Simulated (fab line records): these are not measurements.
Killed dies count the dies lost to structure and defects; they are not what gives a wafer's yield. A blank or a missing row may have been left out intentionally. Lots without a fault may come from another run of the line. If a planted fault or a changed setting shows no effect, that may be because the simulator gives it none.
fab line records	flow n5-finfet	part 1 of 2: steps 1 to 19 of 28
record: lots: 5	wafers: 15	last-day: 18
route steps=1938 shown MOL_CONTACT_COAG@616 BEOL_M0_SAQP@632
lots untouched by any fault: they come from a run of this same line in which no faults occurred
start-h: start of the lot's first displayed wafer, in hours after the record's first day	wait-h: hours elapsed since this lot's preceding step	" unchanged from the row above	L1.1+2: a row that stands for several wafers	- no value, or no start was given	* or withheld: withheld	< > ~ a bound
route shown NAME@n: names a module that has steps shown in the file, with the first one's number in the route	usual: mean/standard deviation of fault-free wafers	same: alike in all rows	chamber/n: place in a boat	sites: readings site by site	_std_site: the standard deviation of these	_edge_site: mean of outer sites minus mean of inner sites	radius-mm: for every site, how far away it sits from the centre of the wafer	mask NAME#n: copy n	behind: the tool/chamber that last shaped the wafer	hold: the reason the lot was held/the length of the hold in hours/how it ended	device: names the non-switching transistor (n, p or np)	end of line: tests of these same wafers at the route's end	a step without rows: its recipe alone	killed: count of dies lost to structure and defects at first sort (not the wafer's yield)	map: per-die view of a wafer (x killed, . not killed, _ where there is no die)
set.NAME: setting as actually run; set.NAME@STEP: the setting as run at that earlier step	model.NAME: the simulator's own value behind a step, which no gauge read
a table for each step, a row for each wafer; lots at some steps of the route
services: when a tool's chamber went out of use (start-h, in hours from the record's first day, below 0 if earlier), for how many hours, and the reason
== steps ==
step: N5_MOL_CONTACT_COAG_ETCH_124
recipe: chemistry: CH3F/O2	target: SiNx	target-depth-a: 65	mask-material: SOC	stop-on: SiOC	over-etch-frac: 0.3	ion-energy-ev: 120	pressure-mtorr: 30	source-w: 395	bias-w: 73	Ar_flow_sccm: 150	CH3F_flow_sccm: 30	O2_flow_sccm: 20	ends: end-point
usual: CH3F_flow_sccm: 29.99/0.082	drypump-motor-current-A: 5.6/0.38	mfc-ar-sccm: 150.0/0.48	oes-product-au: 0.69/0.082	rf-vpp-V: 298/7.2	showerhead-plenum-p-Torr: 2.04/0.059	throttle-valve-pct: 16.2/0.33
lot.wafer	tool	chamber	start-h	wait-h	CH3F_flow_sccm	drypump-motor-current-A	mfc-ar-sccm	oes-product-au	rf-hours-counter-h	rf-vpp-V	showerhead-plenum-p-Torr	throttle-valve-pct
L074.1	rie-diel-06	2	100.07	0.0	30.17	5.6	150.0	0.59	220	285	2.06	16.2
L074.3	"	1	"	"	29.95	5.5	150.2	0.73	48	301	2.03	16.3
L074.5	"	3	"	"	30.10	4.9	150.6	0.63	-	296	1.91	16.3
L084.1	rie-diel-04	1	168.05	0.0	29.94	6.2	149.5	0.63	196	298	2.08	16.8
L084.2	"	3	"	"	29.86	5.5	150.5	0.79	5	313	2.06	15.9
L084.4	"	0	"	"	29.91	6.1	149.5	0.80	23	303	2.04	15.8
L087.3	rie-diel-01	1	188.09	0.0	30.08	5.3	150.1	0.63	209	299	2.07	16.5
L087.4	"	2	"	"	29.94	5.9	150.0	0.70	-	292	2.09	15.9
L087.6	"	1	"	"	30.03	5.3	150.6	0.62	-	298	2.07	16.5
L090.1	rie-diel-01	0	197.80	0.0	29.86	5.9	149.7	0.75	29	298	2.14	15.9
L090.2	"	1	"	"	29.99	5.3	150.0	0.62	215	297	2.07	16.5
L090.3	"	2	"	"	30.02	5.9	150.3	0.69	72	291	2.09	15.9
L092.1	rie-diel-06	3	208.82	0.0	29.83	5.0	149.6	0.60	214	296	1.90	16.4
L092.2	"	1	"	"	30.00	5.6	150.1	0.69	94	301	2.01	16.4
L092.6	"	3	"	"	29.96	4.9	150.2	0.60	-	296	1.90	16.4
step: N5_MOL_CONTACT_COAG_ETCH_48
recipe: chemistry: C4F6/O2	target-depth-a: 150	overetch-a: 45	mask-material: SOC	target: SiOC	bias-w: 465	pressure-mtorr: 10	time-s: 17	source-w: 335	Ar_flow_sccm: 300	C4F6_flow_sccm: 10	O2_flow_sccm: 10	ion-energy-ev: 576
usual: drypump-motor-current-A: 5.6/0.39	mfc-ar-sccm: 300.0/0.86	oes-product-au: 0.67/0.086	rf-vpp-V: 1593/36	showerhead-plenum-p-Torr: 2.90/0.081	throttle-valve-pct: 40.4/0.43
lot.wafer	tool	chamber	start-h	wait-h	drypump-motor-current-A	mfc-ar-sccm	oes-product-au	rf-hours-counter-h	rf-vpp-V	showerhead-plenum-p-Torr	throttle-valve-pct
L074.1	rie-diel-06	2	100.11	0.0	5.6	301.0	0.57	220	1531	2.92	40.4
L074.3	"	1	"	"	5.6	300.2	0.70	48	1606	2.88	40.8
L074.5	"	3	"	"	4.9	300.0	0.58	-	1580	2.72	40.2
L084.1	rie-diel-04	1	168.09	0.0	6.2	300.6	0.60	196	1584	2.96	41.0
L084.2	"	3	"	"	5.5	302.0	0.81	5	1668	2.91	40.1
L084.4	"	0	"	"	6.1	299.0	0.78	23	1611	2.89	40.0
L087.3	rie-diel-01	1	188.13	0.0	5.3	299.4	0.61	209	1590	2.94	40.8
L087.4	"	2	"	"	5.9	299.4	0.69	-	1562	2.96	39.6
L087.6	"	1	"	"	5.3	301.5	0.55	-	1593	2.94	40.8
L090.1	rie-diel-01	0	197.84	0.0	5.9	299.8	0.79	29	1590	3.03	40.5
L090.2	"	1	"	"	5.3	299.3	0.64	215	1592	2.93	40.9
L090.3	"	2	"	"	5.9	300.2	0.67	72	1561	2.96	39.6
L092.1	rie-diel-06	3	208.86	0.0	5.0	300.2	0.58	214	1580	2.71	40.3
L092.2	"	1	"	"	5.5	299.4	0.65	94	1604	2.86	40.8
L092.6	"	3	"	"	4.9	298.9	0.58	-	1581	2.71	40.3
step: N5_MOL_CONTACT_COAG_STRIP_72
recipe: chemistry: N2/H2	power-w: 450	temp-c: 40	pressure-mtorr: 20	rf-frequency-hz: 6e+07	overash-fraction: 3	bias-power-w: 7	h2-frac: 0.5	n2-flow-sccm: 200	h2-flow-sccm: 200
usual: drypump-motor-current-A: 5.6/0.39	oes-product-au: 0.80/0.1	rf-vpp-V: 59.2/1.9	showerhead-plenum-p-Torr: 2.58/0.078	throttle-valve-pct: 23.4/0.31
lot.wafer	tool	chamber	start-h	wait-h	drypump-motor-current-A	oes-product-au	rf-hours-counter-h	rf-vpp-V	showerhead-plenum-p-Torr	throttle-valve-pct
L074.1	rie-diel-06	2	100.17	0.0	5.7	0.70	220	59.2	2.63	23.6
L074.3	"	1	"	"	5.5	0.85	48	58.5	2.57	23.5
L074.5	"	3	"	"	4.9	0.75	-	58.5	2.42	23.2
L084.1	rie-diel-04	1	168.14	0.0	6.2	0.72	196	59.0	2.63	23.8
L084.2	"	3	"	"	5.5	0.93	5	58.8	2.58	23.0
L084.4	"	0	"	"	6.1	0.95	23	58.9	2.59	23.2
L087.3	rie-diel-01	1	188.19	0.0	5.3	0.72	209	58.7	2.61	23.7
L087.4	"	2	"	"	5.9	0.82	-	59.1	2.69	23.3
L087.6	"	1	"	"	5.3	0.72	-	58.7	2.61	23.7
L090.1	rie-diel-01	0	197.89	0.0	5.9	0.88	29	57.7	2.69	23.1
L090.2	"	1	"	"	5.3	0.70	215	60.5	2.60	23.7
L090.3	"	2	"	"	5.9	0.82	72	61.4	2.69	23.2
L092.1	rie-diel-06	3	208.92	0.0	5.0	0.71	214	61.0	2.40	23.3
L092.2	"	1	"	"	5.6	0.80	94	57.2	2.55	23.6
L092.6	"	3	"	"	4.9	0.69	-	57.5	2.40	23.3
step: N5_MOL_CONTACT_COAG_STRIP_49
recipe: chemistry: N2/H2	time-s: 30	power-w: 1000	temp-c: 250	pressure-mtorr: withheld	n2-flow-sccm: 1750	h2-flow-sccm: 3250
usual: drypump-motor-current-A: 5.8/0.46	heater-power-w: 342/21
lot.wafer	tool	chamber	start-h	wait-h	drypump-motor-current-A	heater-power-w	rf-hours-counter-h
L074.1	plasma-asher-01	0	100.25	-	5.5	320	90
L074.3	"	0	"	"	5.6	325	-
L074.5	"	0	"	"	5.6	326	-
L084.1	plasma-asher-02	1	168.22	-	5.9	321	50
L084.2	"	0	"	"	5.2	359	50
L084.4	"	0	"	"	5.2	360	-
L087.3	plasma-asher-02	0	188.29	-	5.2	368	-
L087.4	"	1	"	"	5.9	317	-
L087.6	"	1	"	"	5.9	315	-
L090.1	plasma-asher-01	1	197.97	-	6.5	358	112
L090.2	"	0	"	"	5.6	325	112
L090.3	"	0	"	"	5.6	332	-
L092.1	plasma-asher-02	1	209.00	-	5.9	325	59
L092.2	"	0	"	"	5.2	367	59
L092.6	"	1	"	"	5.9	319	-
step: N5_MOL_CONTACT_COAG_PRECLEAN_138
recipe: chemistry: alkaline-clean	temp-c: 60	time-s: 60	do-ppb: 50
usual: bath-heat-duty-pct: 10.2/1.2
lot.wafer	tool	chamber	start-h	wait-h	bath-heat-duty-pct
L074.1	wet-bench-05	7	100.34	0.1	10.4
L074.3	"	2	"	"	8.8
L074.5	"	5	"	"	11.0
L084.1	wet-bench-03	2	168.31	0.1	11.1
L084.2	"	3	"	"	10.0
L084.4	"	4	"	"	9.7
L087.3	wet-bench-03	6	188.35	0.0	9.4
L087.4	"	7	"	"	10.1
L087.6	"	1	"	"	9.4
L090.1	wet-bench-03	3	198.06	0.1	9.6
L090.2	"	7	"	"	10.3
L090.3	"	1	"	"	10.6
L092.1	wet-bench-03	3	209.09	0.1	8.6
L092.2	"	4	"	"	10.1
L092.6	"	2	"	"	10.7
step: N5_MOL_CONTACT_COAG_SRD_139
recipe: dry: ipa-marangoni	time-s: 30	temp-c: 23	rinse-liquid: diw
usual: bath-heat-duty-pct: 3.7/0.47
lot.wafer	tool	chamber	start-h	wait-h	bath-heat-duty-pct
L074.1	wet-bench-05	7	100.36	0.0	3.1
L074.3	"	2	"	"	3.4
L074.5	"	5	"	"	4.3
L084.1	wet-bench-03	2	168.33	0.0	4.3
L084.2	"	3	"	"	4.1
L084.4	"	4	"	"	3.3
L087.3	wet-bench-03	6	188.37	0.0	3.7
L087.4	"	7	"	"	3.0
L087.6	"	1	"	"	4.2
L090.1	wet-bench-03	3	198.08	0.0	3.6
L090.2	"	7	"	"	3.9
L090.3	"	1	"	"	3.4
L092.1	wet-bench-03	3	209.11	0.0	3.6
L092.2	"	4	"	"	3.3
L092.6	"	2	"	"	3.2
step: N5_MOL_CONTACT_COAG_CD_MEAS_101
recipe: target-cd-nm: 16
usual: cd-nm: 16.0/0.38
lot.wafer	tool	chamber	start-h	wait-h	cd-nm
L074.1	cd-sem-01	-	100.39	0.0	15.9
L074.3	"	-	"	"	15.7
L074.5	"	-	"	"	15.9
L084.1	cd-sem-02	-	168.37	0.0	15.5
L084.2	"	-	"	"	16.0
L084.4	"	-	"	"	15.9
L087.3	cd-sem-01	-	188.42	0.0	15.7
L087.4	"	-	"	"	16.1
L087.6	"	-	"	"	16.0
L090.1	cd-sem-01	-	198.12	0.0	15.7
L090.2	"	-	"	"	15.7
L090.3	"	-	"	"	16.1
L092.1	cd-sem-01	-	209.15	0.0	16.0
L092.2	"	-	"	"	15.9
L092.6	"	-	"	"	16.0
step: N5_MOL_CONTACT_COAG_PRE_CLEAN_121
recipe: gas: H2/He	time-s: *	temp-c: withheld
lot.wafer	tool	chamber	start-h	wait-h
L074.1+3+5	cvd-w-01	0,1,1	100.44	0.0
L084.1+2+4	cvd-w-02	0,1,1	168.41	0.0
L087.3+4+6	cvd-w-02	1,0,0	188.48	0.1
L090.1+2+3	cvd-w-01	0,1,0	198.16	0.0
L092.1+2+6	cvd-w-01	0,1,0	209.19	0.0
step: N5_MOL_CONTACT_COAG_CVD_140
recipe: material: W	target-thk-a: 665	mode: selective-fill	temp-c: 300	time-s: 215
usual: heater-power-w: 475/49
lot.wafer	tool	chamber	start-h	wait-h	heater-power-w
L074.1	cvd-w-01	0	100.53	0.1	536
L074.3	"	1	"	"	488
L074.5	"	1	"	"	481
L084.1	cvd-w-02	0	168.50	0.1	436
L084.2	"	1	"	"	409
L084.4	"	1	"	"	405
L087.3	cvd-w-02	1	188.62	0.1	410
L087.4	"	0	"	"	431
L087.6	"	0	"	"	439
L090.1	cvd-w-01	0	198.25	0.1	538
L090.2	"	1	"	"	489
L090.3	"	0	"	"	539
L092.1	cvd-w-01	0	209.28	0.1	546
L092.2	"	1	"	"	473
L092.6	"	0	"	"	532
step: N5_MOL_CONTACT_COAG_PRECLEAN_127
recipe: chemistry: DIW	time-s: 57.5	temp-c: 23
usual: bath-heat-duty-pct: 3.7/0.58
lot.wafer	tool	chamber	start-h	wait-h	bath-heat-duty-pct
L074.1	wet-bench-06	2	100.80	0.2	3.3
L074.3	"	1	"	"	3.4
L074.5	"	5	"	"	4.0
L084.1	wet-bench-06	6	168.77	0.2	3.7
L084.2	"	4	"	"	3.3
L084.4	"	5	"	"	3.4
L087.3	wet-bench-06	3	188.81	0.1	3.8
L087.4	"	5	"	"	4.1
L087.6	"	1	"	"	3.5
L090.1	wet-bench-05	7	198.53	0.2	3.5
L090.2	"	5	"	"	3.5
L090.3	"	6	"	"	3.7
L092.1	wet-bench-03	3	209.55	0.2	3.0
L092.2	"	2	"	"	4.1
L092.6	"	6	"	"	3.6
step: N5_MOL_CONTACT_COAG_SRD_128
recipe: dry-time-s: 32	dry: n2-spin	spin-rpm: 1500
lot.wafer	tool	chamber	start-h	wait-h
L074.1+3+5	wet-bench-06	2,1,5	100.82	0.0
L084.1+2+4	wet-bench-06	6,4,5	168.79	0.0
L087.3+4+6	wet-bench-06	3,5,1	188.85	0.0
L090.1+2+3	wet-bench-05	7,5,6	198.55	0.0
L092.1+2+6	wet-bench-03	3,2,6	209.57	0.0
step: N5_MOL_CONTACT_COAG_CMP_52
recipe: stop-on: SiO2	t-overpolish-s: 1.5	post-cmp-clean: w-dilute-nh4oh	down-force-psi: 4	platen-rpm: 50.289	pad-velocity-m-s: 1.0006	target-thk-nm: 66.5
usual: motor-current-A: 12.1/0.79	overpolish-run-s: 1.501/0.0085	pad-life-wafers: 999/650	retaining-ring-pressure-frac: 1.000/0.0044	time-to-endpoint-s: 12.6/2.1
lot.wafer	tool	chamber	start-h	wait-h	motor-current-A	overpolish-run-s	pad-life-wafers	retaining-ring-pressure-frac	time-to-endpoint-s
L074.3	cmp-01	1	100.85	0.0	11.9	1.492	1158	0.995	11.2
L074.1	"	3	"	"	12.6	1.494	1160	0.998	12.2
L074.5	"	1	"	"	11.8	1.500	-	0.992	8.2
L084.1	cmp-03	3	168.82	0.0	12.9	1.508	1500	0.995	13.6
L084.2	"	1	"	"	11.2	1.514	1502	1.010	13.6
L084.4	"	2	"	"	12.4	1.496	1503	0.993	9.8
L087.3	cmp-01	3	188.97	0.1	12.7	1.511	20	1.004	10.6
L087.4	"	0	"	"	11.5	1.495	21	1.003	13.2
L087.6	"	2	"	"	11.2	1.491	-	0.998	11.3
L090.1	cmp-01	1	198.58	0.0	11.0	1.506	108	0.994	13.9
L090.3	"	2	"	"	11.2	1.506	109	1.002	13.7
L090.2	"	3	"	"	13.1	1.502	110	0.995	11.6
L092.1	cmp-01	1	209.60	0.0	11.5	1.511	186	1.000	13.1
L092.2	"	2	"	"	11.0	1.492	187	1.005	10.3
L092.6	"	2	"	"	10.9	1.487	-	1.006	11.9
step: N5_MOL_CONTACT_COAG_THK_MEAS_53
recipe: reads: SiO2_of_MOL_CONTACT_COAG_PECVD_31
usual: VIA_MOL_THK: 43.9/0.64
lot.wafer	tool	chamber	start-h	wait-h	VIA_MOL_THK[nm]
L074.1	film-metro-01	-	101.14	-	43.9
L074.3	"	-	"	"	43.4
L074.5	"	-	"	"	43.8
L084.1	film-metro-01	-	169.11	-	43.7
L084.2	"	-	"	"	44.1
L084.4	"	-	"	"	44.7
L087.3	film-metro-02	-	189.19	-	42.9
L087.4	"	-	"	"	44.6
L087.6	"	-	"	"	44.0
L090.1	film-metro-02	-	198.87	-	43.8
L090.2	"	-	"	"	44.6
L090.3	"	-	"	"	44.2
L092.1	film-metro-01	-	209.89	-	43.2
L092.2	"	-	"	"	43.0
L092.6	"	-	"	"	43.8
step: N5_MOL_CONTACT_COAG_ANNEAL_112
recipe: temp-c: 400	time-s: 1800	ambient: HPD2	pressure-atm: 10
usual: pressure-atm: 9.999/0.02	wafer_temp_C_max: 401.7/0.35	zone-power-lower-pct: 8.30/0.078
lot.wafer	tool	chamber	start-h	wait-h	pressure-atm	wafer_temp_C_max	zone-power-lower-pct
L074.1	hp-anneal-01	0	104.04	2.9	9.988	402.3	8.26
L074.3	"	0	"	"	10.006	401.7	8.17
L074.5	"	0	"	"	9.981	401.3	8.35
L084.1	hp-anneal-01	0	169.14	0.0	10.043	401.5	8.36
L084.2	"	0	"	"	10.023	401.5	8.31
L084.4	"	0	"	"	9.994	401.3	8.40
L087.3	hp-anneal-01	0	189.23	0.0	9.989	401.4	8.30
L087.4	"	0	"	"	10.031	401.2	8.25
L087.6	"	0	"	"	10.005	401.6	8.18
L090.1	hp-anneal-01	0	200.96	2.1	9.985	401.8	8.24
L090.2	"	0	"	"	9.984	401.8	8.43
L090.3	"	0	"	"	9.962	401.5	8.49
L092.1	hp-anneal-01	0	211.73	1.8	10.021	401.0	8.23
L092.2	"	0	"	"	10.023	401.7	8.24
L092.6	"	0	"	"	10.018	401.3	8.33
step: N5_MOL_CONTACT_COAG_INSPECT_97
recipe: inspect-instrument: darkfield	mode: post-anneal
usual: raw-defect-count: 40/14
lot.wafer	tool	chamber	start-h	wait-h	raw-defect-count
L074.1	defect-inspect-02	-	107.08	0.0	38
L074.3	"	-	"	"	37
L074.5	"	-	"	"	36
L084.1	defect-inspect-02	-	172.17	0.0	15
L084.2	"	-	"	"	41
L084.4	"	-	"	"	27
L087.3	defect-inspect-02	-	192.29	0.1	40
L087.4	"	-	"	"	25
L087.6	"	-	"	"	30
L090.1	defect-inspect-02	-	203.98	0.0	43
L090.2	"	-	"	"	28
L090.3	"	-	"	"	36
L092.1	defect-inspect-01	-	214.75	0.0	31
L092.2	"	-	"	"	29
L092.6	"	-	"	"	25
step: N5_BEOL_M0_SAQP_PECVD_00
recipe: material: SiCN	target-thk-a: 80	temp-c: withheld	precursor: 3MS/NH3	pressure-torr: 3	rf-w: 202	time-s: 14
usual: showerhead-plenum-p-Torr: 3.657/0.011	showerhead-vpp-V: 894/34	throttle-valve-pct: 9.2/0.58
lot.wafer	tool	chamber	start-h	wait-h	showerhead-plenum-p-Torr	showerhead-vpp-V	throttle-valve-pct
L074.1	pecvd-02	1	107.41	0.2	3.662	901	9.3
L074.3	"	2	"	"	3.645	984	8.3
L074.5	"	0	"	"	3.682	862	9.7
L084.1	pecvd-04	1	172.50	0.2	3.660	888	10.5
L084.2	"	2	"	"	3.643	878	8.9
L084.4	"	1	"	"	3.660	870	10.1
L087.3	pecvd-04	0	192.58	0.1	3.660	908	9.3
L087.4	"	2	"	"	3.643	885	9.1
L087.6	"	1	"	"	3.655	879	10.0
L090.1	pecvd-04	0	204.31	0.2	3.663	884	9.4
L090.2	"	1	"	"	3.656	895	10.0
L090.3	"	1	"	"	3.667	896	10.2
L092.1	pecvd-04	0	215.08	0.2	3.657	909	9.1
L092.2	"	1	"	"	3.659	873	10.1
L092.6	"	1	"	"	3.660	887	10.2
step: N5_BEOL_M0_SAQP_ILD_DEP_01
recipe: material: SiOC	target-thk-a: 454.19	temp-c: 350	precursor: DEMS/O2	pressure-torr: 5	rf-w: 500	time-s: 8.7
usual: heater-power-w: 517/81	showerhead-plenum-p-Torr: 5.686/0.013	showerhead-vpp-V: 1409/50	throttle-valve-pct: 12.1/0.76
lot.wafer	tool	chamber	start-h	wait-h	heater-power-w	showerhead-plenum-p-Torr	showerhead-vpp-V	throttle-valve-pct
L074.1	pecvd-02	1	107.44	0.0	464	5.672	1440	12.0
L074.3	"	2	"	"	498	5.676	1583	10.8
L074.5	"	0	"	"	602	5.703	1380	13.0
L084.1	pecvd-04	1	172.52	0.0	493	5.683	1399	13.7
L084.2	"	2	"	"	731	5.669	1400	12.0
L084.4	"	1	"	"	501	5.686	1395	13.3
L087.3	pecvd-04	0	192.61	0.0	402	5.683	1437	11.9
L087.4	"	2	"	"	704	5.682	1422	11.9
L087.6	"	1	"	"	471	5.704	1394	13.1
L090.1	pecvd-04	0	204.35	0.0	445	5.693	1411	12.1
L090.2	"	1	"	"	496	5.675	1389	13.4
L090.3	"	1	"	"	486	5.681	1376	13.4
L092.1	pecvd-04	0	215.12	0.0	438	5.689	1420	12.0
L092.2	"	1	"	"	511	5.698	1419	13.3
L092.6	"	1	"	"	501	5.701	1393	13.5
step: N5_BEOL_M0_SAQP_HM_DEP_02
recipe: material: TiN	target-thk-a: 120	temp-c: 25	chamber-pressure-pa: 0.49996
usual: throttle-valve-pct: 29.8/0.65
lot.wafer	tool	chamber	start-h	wait-h	throttle-valve-pct
L074.1	pvd-sputter-03	-	108.92	1.5	29.2
L074.3	"	-	"	"	29.8
L074.5	"	-	"	"	29.8
L084.1	pvd-sputter-03	-	173.43	0.9	29.7
L084.2	"	-	"	"	29.3
L084.4	"	-	"	"	30.5
L087.3	pvd-sputter-01	-	192.80	0.2	28.3
L087.4	"	-	"	"	29.9
L087.6	"	-	"	"	30.2
L090.1	pvd-sputter-02	-	204.64	0.3	29.1
L090.2	"	-	"	"	29.8
L090.3	"	-	"	"	30.3
L092.1	pvd-sputter-03	-	215.19	0.1	29.3
L092.2	"	-	"	"	29.1
L092.6	"	-	"	"	29.4
step: N5_BEOL_M0_SAQP_PECVD_03
recipe: material: SiCN	target-thk-a: 120	temp-c: withheld	precursor: 3MS/NH3	pressure-torr: 3	rf-w: 202	time-s: 21.1
usual: showerhead-plenum-p-Torr: 3.656/0.011	showerhead-vpp-V: 892/34	throttle-valve-pct: 9.0/0.53
lot.wafer	tool	chamber	start-h	wait-h	showerhead-plenum-p-Torr	showerhead-vpp-V	throttle-valve-pct
L074.1	pecvd-02	0	109.04	0.1	3.675	872	9.8
L074.3	"	1	"	"	3.662	922	9.3
L074.5	"	1	"	"	3.651	903	9.0
L084.1	pecvd-04	2	173.55	0.1	3.647	880	9.1
L084.2	"	1	"	"	3.659	880	10.1
L084.4	"	2	"	"	3.635	895	9.0
L087.3	pecvd-04	2	192.92	0.1	3.650	891	9.3
L087.4	"	1	"	"	3.671	880	9.9
L087.6	"	2	"	"	3.645	906	9.0
L090.1	pecvd-03	1	204.76	0.1	3.646	940	8.6
L090.2	"	2	"	"	3.660	862	8.5
L090.3	"	0	"	"	3.653	855	8.5
L092.1	pecvd-02	1	215.31	0.1	3.658	922	9.4
L092.2	"	0	"	"	3.692	875	9.5
L092.6	"	0	"	"	3.674	870	9.7
